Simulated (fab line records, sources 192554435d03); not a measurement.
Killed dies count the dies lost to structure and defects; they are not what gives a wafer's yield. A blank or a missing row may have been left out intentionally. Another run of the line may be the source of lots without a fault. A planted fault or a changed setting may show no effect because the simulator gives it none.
Matching of chambers	flow n5Finfet	4 sister chambers for N5_GATE_CUT_STRIP_59 on rieDiel-06
The step strips in N2/H2, time 20 s. 4 wafers are shown with their chamber, then 12 later ones without.

## WAFERS WITH THEIR CHAMBER
wafer	chamber	showerheadPlenumPTorr (Torr)
L089.2	0	3.50
L089.6	2	3.29
L090.2	3	3.57
L090.4	1	3.23

## WAFERS MISSING THEIR CHAMBER
wafer	showerheadPlenumPTorr (Torr)
L091.1	3.57
L091.2	3.29
L091.3	3.50
L091.4	3.23
L091.5	3.23
L091.6	3.28
L094.1	3.28
L094.2	3.57
L094.3	3.22
L094.4	3.50
L094.5	3.22
L094.6	3.28

## WHICH CHAMBER EACH ONE RAN IN
wafer	from the rows above	in truth
L091.1	3	3
L091.2	2	2
L091.3	0	0
L091.4	1	1
L091.5	1	1
L091.6	2	2
L094.1	2	2
L094.2	3	3
L094.3	1	1
L094.4	0	0
L094.5	1	1
L094.6	2	2
12 of 12 placed correctly. Can't be placed from these rows: 0. Wrongly placed: 0.
How it was worked out, from the rows above alone: a wafer's distance from a chamber is the root of the sum, over the readings, of the square of ((its reading less the chamber's mean) divided by the reading's scatter). If the next closest chamber is less than 2 further off than the closest, the wafer can't be placed; otherwise it belongs to the closest. The mean given for a chamber averages the wafers shown for that chamber. The scatter: root of mean squared gap, hidden wafer to nearest shown wafer, with one shown wafer a chamber.
